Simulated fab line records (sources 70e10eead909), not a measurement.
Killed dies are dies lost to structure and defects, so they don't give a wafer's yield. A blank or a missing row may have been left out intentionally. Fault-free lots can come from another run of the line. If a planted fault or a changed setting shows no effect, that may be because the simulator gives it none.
fab line records -- flow nandHarc
[record] lots = 13, wafers = 37, lastDay = 23
route steps=1159 shown A_WL_FILL@839 A_CONTACT@854 END@1159
lots that met no fault: taken from a fault-free run of the same line
startH: hours from the record's opening day to when the first of the lot's shown wafers began -- waitH: time in hours since the lot's previous step -- " repeats the value in the row above -- L1.1+2: several wafers, shown together as one row -- - no value present, or no start provided -- * or withheld: withheld -- < > ~ a bound
route shown NAME@n: a module of which the file shows steps, and the number in the route of the first -- usual: mean/standard deviation of fault-free wafers -- same: alike in all rows -- chamber/n: place in a boat -- sites: the reading at each site -- _std_site: the values' standard deviation -- _edge_site: mean of outer sites minus mean of inner sites -- radiusMm: for every site, how far away it sits from the centre of the wafer -- mask NAME#n: copy n -- behind: tool/chamber where the wafer was last shaped -- hold: reason for holding the lot/hours on hold/outcome of the hold -- device: whichever transistor did not switch (one of n, p or np) -- end of line: tests run on the same wafers once the route is complete -- a step without rows: its recipe alone -- killed: count of dies lost to structure and defects at first sort (not the wafer's yield) -- map: per-die view of a wafer (x killed, . not killed, _ where there is no die)
set.NAME: the setting that was run; set.NAME@STEP: the one run at that earlier step -- model.NAME: the simulator's own value behind a step, which no gauge read
route steps across a sampled set of lots; one table per step, one row per wafer
services: a tool's chamber out of use, with start hour (startH, from the record's first day; less than 0 if before it), hours out, and reason
[[steps]]
[step NHARC_A_WL_FILL_INSPECT_15]
[usual] rawDefectCount = 377/140
lot.wafer,tool,chamber,startH,waitH,rawDefectCount
L197.2,defectInspect-02,-,371.45,0.1,336
L197.3,defectInspect-02,-,371.45,0.1,301
L197.6,defectInspect-02,-,371.45,0.1,484
L198.2,defectInspect-02,-,375.67,0.0,378
L198.3,defectInspect-02,-,375.67,0.0,298
L198.5,defectInspect-02,-,375.67,0.0,384
L201.2,defectInspect-02,-,384.41,0.0,276
L201.5,defectInspect-02,-,384.41,0.0,285
L201.6,defectInspect-02,-,384.41,0.0,302
L199.2,defectInspect-02,-,388.70,0.0,628
L199.3,defectInspect-02,-,388.70,0.0,796
L199.5,defectInspect-02,-,388.70,0.0,557
L200.3,defectInspect-02,-,393.53,0.0,269
L200.4,defectInspect-02,-,393.53,0.0,259
L200.5,defectInspect-02,-,393.53,0.0,365
L203.2,defectInspect-02,-,404.55,0.0,295
L203.3,defectInspect-02,-,404.55,0.0,262
L203.6,defectInspect-02,-,404.55,0.0,484
L204.1,defectInspect-01,-,417.37,0.0,404
L204.2,defectInspect-01,-,417.37,0.0,323
L204.3,defectInspect-01,-,417.37,0.0,451
L206.2,defectInspect-01,-,421.50,0.0,314
L206.3,defectInspect-01,-,421.50,0.0,264
L206.4,defectInspect-01,-,421.50,0.0,257
L205.3,defectInspect-02,-,426.99,0.0,281
L205.4,defectInspect-02,-,426.99,0.0,350
L205.5,defectInspect-02,-,426.99,0.0,429
L209.2,defectInspect-02,-,432.78,0.0,259
L209.5,defectInspect-02,-,432.78,0.0,419
L209.6,defectInspect-02,-,432.78,0.0,203
L207.1,defectInspect-02,-,440.90,0.0,391
L207.3,defectInspect-02,-,440.90,0.0,218
L207.4,defectInspect-02,-,440.90,0.0,289
L214.2,defectInspect-02,-,481.10,0.0,338
L214.5,defectInspect-02,-,481.10,0.0,387
L216.1,defectInspect-01,-,490.02,0.0,631
L216.2,defectInspect-01,-,490.02,0.0,815
[step NHARC_A_CONTACT_CD_MEAS_42]
[recipe] targetCdNm = 200, landingEnergyEv = 500
[usual] cdNm = 200.2/0.55
[same] landingEnergyEv = 500
lot.wafer,tool,chamber,startH,waitH,cdNm
L197.2,cdSem-01,0,375.04,-,199.8
L197.3,cdSem-01,0,375.04,-,199.6
L197.6,cdSem-01,0,375.04,-,199.7
L198.2,cdSem-01,0,379.31,-,200.0
L198.3,cdSem-01,0,379.31,-,201.1
L198.5,cdSem-01,0,379.31,-,199.9
L201.2,cdSem-03,0,388.53,-,200.1
L201.5,cdSem-03,0,388.53,-,200.4
L201.6,cdSem-03,0,388.53,-,200.5
L199.2,cdSem-02,0,393.68,-,199.1
L199.3,cdSem-02,0,393.68,-,200.1
L199.5,cdSem-02,0,393.68,-,199.5
L200.3,cdSem-03,0,398.68,-,200.4
L200.4,cdSem-03,0,398.68,-,200.8
L200.5,cdSem-03,0,398.68,-,200.5
L203.2,cdSem-01,0,408.16,-,199.5
L203.3,cdSem-01,0,408.16,-,200.0
L203.6,cdSem-01,0,408.16,-,199.9
L204.1,cdSem-01,0,423.02,-,199.7
L204.2,cdSem-01,0,423.02,-,199.5
L204.3,cdSem-01,0,423.02,-,200.7
L206.2,cdSem-02,0,426.15,-,199.9
L206.3,cdSem-02,0,426.15,-,200.6
L206.4,cdSem-02,0,426.15,-,200.5
L205.3,cdSem-01,0,432.86,-,200.7
L205.4,cdSem-01,0,432.86,-,200.4
L205.5,cdSem-01,0,432.86,-,200.6
L209.2,cdSem-01,0,436.97,-,199.3
L209.5,cdSem-01,0,436.97,-,198.8
L209.6,cdSem-01,0,436.97,-,199.6
L207.1,cdSem-03,0,444.55,-,199.9
L207.3,cdSem-03,0,444.55,-,200.0
L207.4,cdSem-03,0,444.55,-,199.6
L214.2,cdSem-03,0,484.82,-,199.8
L214.5,cdSem-03,0,484.82,-,199.4
L216.1,cdSem-01,0,494.13,-,200.2
L216.2,cdSem-01,0,494.13,-,200.4
[step NHARC_A_CONTACT_ETCH_49]
[recipe] targetDepthA = 2600, overEtchFrac = 0.3, timeS = 475.3, ionEnergyEv = 200, n2FlowSccm = 150, h2FlowSccm = 150, arFlowSccm = 0, rfW = 400, biasW = 150, chemistry = N2/H2
[usual] drypumpMotorCurrentA = 5.4/0.33, oesProductAu = 1.000/0.011, rfVppV = 432.1/2.2, runLengthS = 496.7/0.4, showerheadPlenumPTorr = 2.09/0.078, throttleValvePct = 14.172/0.0086
lot.wafer,tool,chamber,startH,waitH,drypumpMotorCurrentA,oesProductAu,rfHoursCounterH,rfVppV,runLengthS,showerheadPlenumPTorr,throttleValvePct
L197.3,rieDiel-07,3,375.47,-,5.6,0.998,26,433.3,496.8,2.17,14.171
L197.2,rieDiel-07,1,375.47,-,5.5,1.000,26,432.2,497.0,2.16,14.188
L197.6,rieDiel-07,3,375.47,-,5.6,0.983,-,432.9,497.0,2.17,14.178
L198.2,rieDiel-07,1,379.74,-,5.5,0.999,27,435.0,497.1,2.16,14.175
L198.3,rieDiel-07,2,379.74,-,5.5,1.003,26,432.9,496.6,2.09,14.175
L198.5,rieDiel-07,3,379.74,-,5.6,0.985,-,433.4,497.1,2.17,14.167
L201.2,rieDiel-07,2,388.92,-,5.4,1.003,28,430.7,496.5,2.09,14.159
L201.6,rieDiel-07,2,388.92,-,5.4,1.007,-,432.3,496.1,2.09,14.166
L201.5,rieDiel-07,3,388.92,-,5.6,0.996,-,434.7,496.8,2.17,14.184
L199.3,rieDiel-07,0,394.07,-,5.1,1.002,30,432.6,496.7,2.08,14.167
L199.2,rieDiel-07,3,394.07,-,5.6,0.992,30,432.7,496.9,2.17,14.167
L199.5,rieDiel-07,2,394.07,-,5.4,1.012,-,431.8,496.4,2.09,14.185
L200.3,rieDiel-07,0,399.16,-,5.1,0.996,32,432.4,496.4,2.08,14.191
L200.4,rieDiel-07,2,399.16,-,5.4,1.011,-,431.8,496.6,2.09,14.161
L200.5,rieDiel-07,0,399.16,-,5.1,0.998,-,433.5,496.5,2.08,14.172
L203.3,rieDiel-03,2,408.61,-,4.7,1.013,2,432.7,496.2,2.10,14.180
L203.2,rieDiel-03,3,408.61,-,5.5,1.007,2,434.3,495.9,2.20,14.166
L203.6,rieDiel-03,2,408.61,-,4.7,1.006,-,431.6,495.9,2.10,14.178
L204.2,rieDiel-07,1,423.42,-,5.5,1.003,2,434.3,497.5,2.16,14.178
L204.3,rieDiel-07,2,423.42,-,5.4,0.977,2,432.9,496.3,2.08,14.169
L204.1,rieDiel-07,3,423.42,-,5.6,0.994,2,434.3,496.7,2.16,14.179
L206.2,rieDiel-07,3,426.58,-,5.6,0.989,3,433.8,497.4,2.16,14.178
L206.4,rieDiel-07,0,426.58,-,5.1,1.010,4,432.2,496.3,2.08,14.175
L206.3,rieDiel-07,1,426.58,-,5.5,1.014,4,434.5,497.3,2.16,14.174
L205.4,rieDiel-07,1,433.22,-,5.5,1.021,5,434.2,496.9,2.16,14.178
L205.3,rieDiel-07,0,433.22,-,5.1,1.015,5,432.7,496.8,2.08,14.176
L205.5,rieDiel-07,2,433.22,-,5.5,0.988,-,432.6,496.7,2.08,14.185
L209.2,rieDiel-06,3,437.46,-,6.1,0.990,2,426.7,497.3,1.91,14.157
L209.6,rieDiel-06,1,437.46,-,5.0,1.012,-,429.9,496.5,1.96,14.179
L209.5,rieDiel-06,3,437.46,-,6.1,0.991,-,427.6,496.8,1.91,14.162
L207.1,rieDiel-07,0,445.02,-,5.1,1.014,7,431.6,496.5,2.08,14.161
L207.3,rieDiel-07,1,445.02,-,5.5,1.008,7,433.5,497.0,2.16,14.167
L207.4,rieDiel-07,3,445.02,-,5.6,0.993,7,431.2,496.9,2.16,14.174
L214.2,rieDiel-07,1,485.34,-,5.5,1.014,16,434.4,390.9,2.16,14.173
L214.5,rieDiel-07,1,485.34,-,5.5,1.006,-,434.5,496.9,2.16,14.160
L216.1,rieDiel-07,3,494.53,-,5.6,0.993,16,433.5,390.5,2.16,14.188
L216.2,rieDiel-07,0,494.53,-,5.1,1.019,18,431.6,390.1,2.07,14.152
[step NHARC_A_CONTACT_ETCH_51]
[recipe] targetDepthA = 36000, overEtchFrac = 0.3, timeS = 936, ionEnergyEv = 150, o2FlowSccm = 400, cosFlowSccm = 20, arFlowSccm = 0, rfW = 500, biasW = 300, chemistry = O2/COS
[usual] drypumpMotorCurrentA = 5.4/0.32, oesProductAu = 1.001/0.012, rfVppV = 315.2/1.8, runLengthS = 957.3/0.4, showerheadPlenumPTorr = 3.20/0.11, throttleValvePct = 28.331/0.0091
lot.wafer,tool,chamber,startH,waitH,drypumpMotorCurrentA,oesProductAu,rfHoursCounterH,rfVppV,runLengthS,showerheadPlenumPTorr,throttleValvePct
L197.2,rieDiel-07,1,-,-,5.5,0.992,26,316.8,957.9,3.29,28.334
L197.3,rieDiel-07,3,-,-,5.6,0.996,26,317.4,957.3,3.30,28.322
L197.6,rieDiel-07,3,-,-,5.6,0.992,-,316.5,957.9,3.30,28.335
L198.3,rieDiel-07,3,-,-,5.6,0.988,27,317.1,957.7,3.30,28.319
L198.2,rieDiel-07,1,-,-,5.5,1.009,27,318.0,957.5,3.29,28.334
L198.5,rieDiel-07,2,-,-,5.5,1.012,-,315.6,956.9,3.19,28.326
L201.2,rieDiel-07,2,-,-,5.5,1.006,28,313.9,956.9,3.19,28.332
L201.6,rieDiel-07,0,-,-,5.1,1.000,-,315.1,957.2,3.18,28.334
L201.5,rieDiel-07,2,-,-,5.4,1.013,-,317.4,957.3,3.19,28.331
L199.2,rieDiel-07,0,-,-,5.1,0.991,30,316.5,957.1,3.18,28.340
L199.3,rieDiel-07,3,-,-,5.6,0.983,31,317.1,957.5,3.30,28.316
L199.5,rieDiel-07,3,-,-,5.6,0.968,-,317.3,957.7,3.30,28.318
L200.3,rieDiel-07,3,-,-,5.6,0.990,33,318.0,957.5,3.30,28.329
L200.5,rieDiel-07,0,-,-,5.1,1.016,-,315.1,957.0,3.18,28.318
L200.4,rieDiel-07,2,-,-,5.4,1.009,-,313.6,956.8,3.19,28.330
L203.2,rieDiel-03,1,-,-,6.3,1.015,3,315.1,957.6,3.17,28.324
L203.3,rieDiel-03,0,-,-,5.5,0.990,3,313.6,957.8,3.06,28.332
L203.6,rieDiel-03,2,-,-,4.7,1.016,-,316.0,956.9,3.21,28.328
L204.2,rieDiel-07,3,-,-,5.6,0.998,2,318.1,957.3,3.30,28.340
L204.1,rieDiel-07,0,-,-,5.1,1.005,3,315.0,957.2,3.18,28.331
L204.3,rieDiel-07,1,-,-,5.5,1.009,3,316.2,958.3,3.29,28.322
L206.4,rieDiel-07,1,-,-,5.5,1.006,4,315.6,957.8,3.29,28.335
L206.3,rieDiel-07,2,-,-,5.5,0.968,3,314.7,957.2,3.18,28.339
L206.2,rieDiel-07,0,-,-,5.1,1.001,4,314.5,957.4,3.18,28.326
L205.3,rieDiel-07,3,-,-,5.6,0.997,5,316.2,957.3,3.29,28.334
L205.4,rieDiel-07,2,-,-,5.4,0.982,5,315.4,956.9,3.18,28.319
L205.5,rieDiel-07,0,-,-,5.1,1.004,-,315.5,957.0,3.18,28.332
L209.2,rieDiel-06,2,-,-,5.6,1.001,3,317.9,957.5,3.34,28.329
L209.6,rieDiel-06,2,-,-,5.6,1.000,-,317.0,957.5,3.34,28.310
L209.5,rieDiel-06,3,-,-,6.1,0.987,-,311.3,957.7,2.94,28.323
L207.1,rieDiel-07,2,-,-,5.5,0.993,7,316.0,957.7,3.18,28.314
L207.3,rieDiel-07,3,-,-,5.6,1.006,7,317.6,957.4,3.29,28.335
L207.4,rieDiel-07,0,-,-,5.1,1.013,8,316.2,957.0,3.17,28.327
L214.2,rieDiel-07,0,-,-,5.1,1.019,16,315.1,957.0,3.17,28.329
L214.5,rieDiel-07,0,-,-,5.1,1.028,-,315.3,957.2,3.17,28.325
L216.1,rieDiel-07,2,-,-,5.5,0.996,18,314.8,957.2,3.18,28.322
L216.2,rieDiel-07,0,-,-,5.1,1.023,18,315.0,957.1,3.17,28.340
[step NHARC_END_SORT_01]
[recipe] tempC = 25
[usual] killedAtArray = 21/8.9, killedAtOther = 0.8/1.3, killedAtPeriphery = 3.6/2.4, killedDies = 26/8.9, killedOpen = 3.1/1.8, killedShort = 1.9/1.3
[same] grossDies = 677
lot.wafer,tool,chamber,startH,waitH,killedAtArray,killedAtOther,killedAtPeriphery,killedDies,killedOpen,killedShort
L203.2,prober-02,0,485.81,2.8,47,1,10,58,11,5
L203.3,prober-02,0,486.60,3.1,37,0,9,46,3,3
L203.6,prober-02,0,488.98,4.0,35,1,6,42,4,0
L207.1,prober-02,0,528.56,2.5,24,0,4,28,3,4
L207.3,prober-02,0,530.17,3.1,20,2,4,26,6,1
L207.4,prober-02,0,530.97,3.4,13,1,5,19,6,2
L216.1,prober-01,0,560.47,2.5,18,0,6,24,5,2
L216.2,prober-01,0,561.28,2.8,24,1,3,28,2,3
// killed by level:class
L203.2 A_CHANNEL_HOLE_D1:chamberFilmFlake=17 A_SLIT:chamberFilmFlake=11 P_M0:chamberFilmFlake=4 A_CHANNEL_FILL_D1:geometricParticle:open=3 P_GATE:chamberFilmFlake=3 A_ZERO_WELL:chamberFilmFlake=3 P_M2:geometricParticle:open=2 A_ONON_D1:geometricParticle:short=2
L203.3 A_CHANNEL_HOLE_D1:chamberFilmFlake=20 P_M0:chamberFilmFlake=6 A_SLIT:chamberFilmFlake=5 A_M0:chamberFilmFlake=3 P_GATE:chamberFilmFlake=2 A_CONTACT:chamberFilmFlake=2 P_M0:geometricParticle:short=1 A_ONON_D1:geometricParticle:short=1
L203.6 A_CHANNEL_HOLE_D1:chamberFilmFlake=11 A_SLIT:chamberFilmFlake=10 A_CONTACT:chamberFilmFlake=5 A_M0:chamberFilmFlake=5 P_M0:chamberFilmFlake=4 A_M0:geometricParticle:open=2 P_GATE:geometricParticle:open=1 A_CONTACT:geometricParticle:open=1
L207.1 A_SLIT:chamberFilmFlake=11 A_CHANNEL_HOLE_D1:chamberFilmFlake=4 A_WL_FILL:geometricParticle:short=2 P_STI:chamberFilmFlake=2 P_M0:geometricParticle:open=1 A_CHANNEL_FILL_D1:geometricParticle:open=1 A_CHANNEL_FILL_D1:geometricParticle:short=1 A_SGD_CUT:geometricParticle:open=1
L207.3 A_SLIT:chamberFilmFlake=11 A_CONTACT:geometricParticle:open=3 A_CONTACT:chamberFilmFlake=3 P_CONTACT:geometricParticle:open=2 A_CHANNEL_HOLE_D1:chamberFilmFlake=2 THIN_TSV:chamberFilmFlake=2 P_GATE:geometricParticle:open=1 A_ONON_D1:geometricParticle:short=1
L207.4 A_SLIT:chamberFilmFlake=5 A_WL_FILL:geometricParticle:open=2 P_CONTACT:geometricParticle:open=1 P_CONTACT:geometricParticle:short=1 P_M1:geometricParticle:open=1 A_ONON_D1:geometricParticle:short=1 A_CONTACT:geometricParticle:open=1 A_M1:geometricParticle:open=1
L216.1 A_CHANNEL_HOLE_D1:chamberFilmFlake=4 A_CONTACT:chamberFilmFlake=4 A_CONTACT:areaEtch=4 P_GATE:chamberFilmFlake=3 P_GATE:geometricParticle:open=1 P_GATE:geometricParticle:short=1 P_M0:geometricParticle:short=1 A_SOURCE_PLATE:geometricParticle:open=1
L216.2 A_CONTACT:areaEtch=11 A_CONTACT:chamberFilmFlake=4 A_CHANNEL_HOLE_D1:chamberFilmFlake=4 P_CONTACT:geometricParticle:open=1 A_ONON_D1:geometricParticle:short=1 A_CHANNEL_HOLE_D1:geometricParticle:short=1 A_WL_FILL:geometricParticle:short=1 THIN_TSV:chamberFilmFlake=1
[[services]]
tool,chamber,startH,hours,kind
rieDiel-07,0,359.95,-,clean
rieDiel-07,1,359.95,-,clean
rieDiel-07,2,359.95,-,clean
rieDiel-07,3,359.95,-,clean
rieDiel-07,2,368.52,7.9,repair
rieDiel-03,1,370.70,3.7,repair
rieDiel-03,2,373.90,5.3,repair
rieDiel-07,1,381.97,31.8,repair
rieDiel-07,0,384.66,-,clean
rieDiel-07,2,384.66,-,clean
rieDiel-07,3,384.66,-,clean
rieDiel-03,-,392.98,9.0,pm
rieDiel-07,-,405.26,9.0,pm
rieDiel-07,0,405.26,9.0,ventCycle
rieDiel-07,2,405.26,9.0,ventCycle
rieDiel-07,3,405.26,9.0,ventCycle
rieDiel-07,0,414.26,-,clean
rieDiel-07,1,414.26,-,clean
rieDiel-06,-,418.51,9.0,pm
rieDiel-06,0,431.42,6.5,repair
rieDiel-07,2,448.88,4.5,repair
rieDiel-06,2,464.73,36.3,repair
rieDiel-07,3,479.40,6.8,repair
rieDiel-03,0,483.23,6.2,repair
[[key]]
[firstSign] step = NHARC_A_CONTACT_ETCH_49, reading = runLengthS, direction = down, sigmas = 99+, usual = *, struck = *
effect none on later readings
metAt NHARC_A_CONTACT_ETCH_49
struckLots L214,L216
struckWafers L214.2,L216.1,L216.2
testerLeftOut L214,L216
notActingAt NHARC_A_WL_FILL_INSPECT_15,NHARC_A_CONTACT_CD_MEAS_42,NHARC_A_CONTACT_ETCH_51
onsetBetween 445.02 485.34
[fault] kind = processParameterDrift, tool = rieDiel-07, chamber = -, onsetH = 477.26, steps = NHARC_A_CONTACT_ETCH_49, channel = timeS, offset = *, shape = step, endH = 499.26, scope = struckWafersOnly, actsIn = *, stated = *
// testerLeftOut: of these lots the tester's yield and bins aren't shown, on N5 and GAA mostly nor the transistor test; their killed dies are dies lost to structure and defects alone, not to doping, threshold or leakage, so they don't give the yield
